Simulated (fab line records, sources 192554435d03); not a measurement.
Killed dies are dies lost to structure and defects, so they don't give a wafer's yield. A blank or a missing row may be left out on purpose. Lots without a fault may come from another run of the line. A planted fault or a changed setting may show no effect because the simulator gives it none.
Which tool did it? | flow n5_finfet | 11 lots, 33 wafers sampled, at 2 steps of a route of 1938

WHAT THE GAUGES READ, wafer by wafer
N5_BEOL_M5_OVL_MEAS_29.
lot  | measured     | on         | V4_OVL (nm)
L075 | day 8 23:38  | overlay-02 | 0.1 1.2 0.2
L078 | day 10 21:26 | overlay-02 | -0.6 -0.7 -0.6
L083 | day 11 06:58 | overlay-01 | -0.8 0.5 -1.3
L080 | day 11 14:46 | overlay-02 | 0.6 -0.9 0.2
L082 | day 12 02:19 | overlay-02 | -0.1 0.6 -0.1
L085 | day 12 16:33 | overlay-02 | -0.9 0.6 -0.5
L087 | day 12 23:59 | overlay-02 | 0.4 -0.5 -0.4
L089 | day 13 23:12 | overlay-02 | 0.6 0.3 -0.1
L090 | day 14 16:16 | overlay-02 | 0.2 0.2 0.4
L094 | day 14 18:32 | overlay-02 | 0.4 0.2 -0.5
L096 | day 15 16:58 | overlay-02 | 0.4 0.7 0.3

WHICH TOOL RAN EACH LOT (tool, then ch and the chambers of the sampled wafers, then the start)
lot  | N5_BEOL_M5_ETCH_72
L075 | rie_diel-06 ch 0,1, day 8 20:46
L078 | rie_diel-06 ch 0,1,2, day 10 19:54
L083 | rie_diel-01 ch 0,2,3, day 11 05:41
L080 | rie_diel-05 ch 0,3, day 11 13:09
L082 | rie_diel-05 ch 0,1,3, day 11 23:15
L085 | rie_diel-01 ch 2,3, day 12 15:47
L087 | rie_diel-01 ch 0,2,3, day 12 22:38
L089 | rie_diel-06 ch 1,2,3, day 13 19:56
L090 | rie_diel-06 ch 0,1,3, day 14 14:02
L094 | rie_diel-01 ch 0,1,3, day 14 17:37
L096 | rie_diel-05 ch 0,1, day 15 16:04
- N5_BEOL_M5_ETCH_72: etches underlayer in N2/H2, target depth 6.5 nm, time 5.2 s.

THE ANSWER, worked out from the rows above alone
Rule: what is usual is taken from the lots themselves. Put in order of their means at a reading, lots are off if they are a third of the lots or fewer, leave a main group of 4 or more, and stand apart from it by a gap of 3 or more times the standard deviation of the main group's means; of several such gaps the widest counts. A main group whose means are all the same, to the digits that the tables above print for the reading, isn't used. A lot without any number at a reading at which 4 lots or more have one is off too. The other lots that the step has rows for count as sound.
No lot is off at any reading shown: from this, nothing can be told.

WHAT THE SIMULATOR HAD PUT IN
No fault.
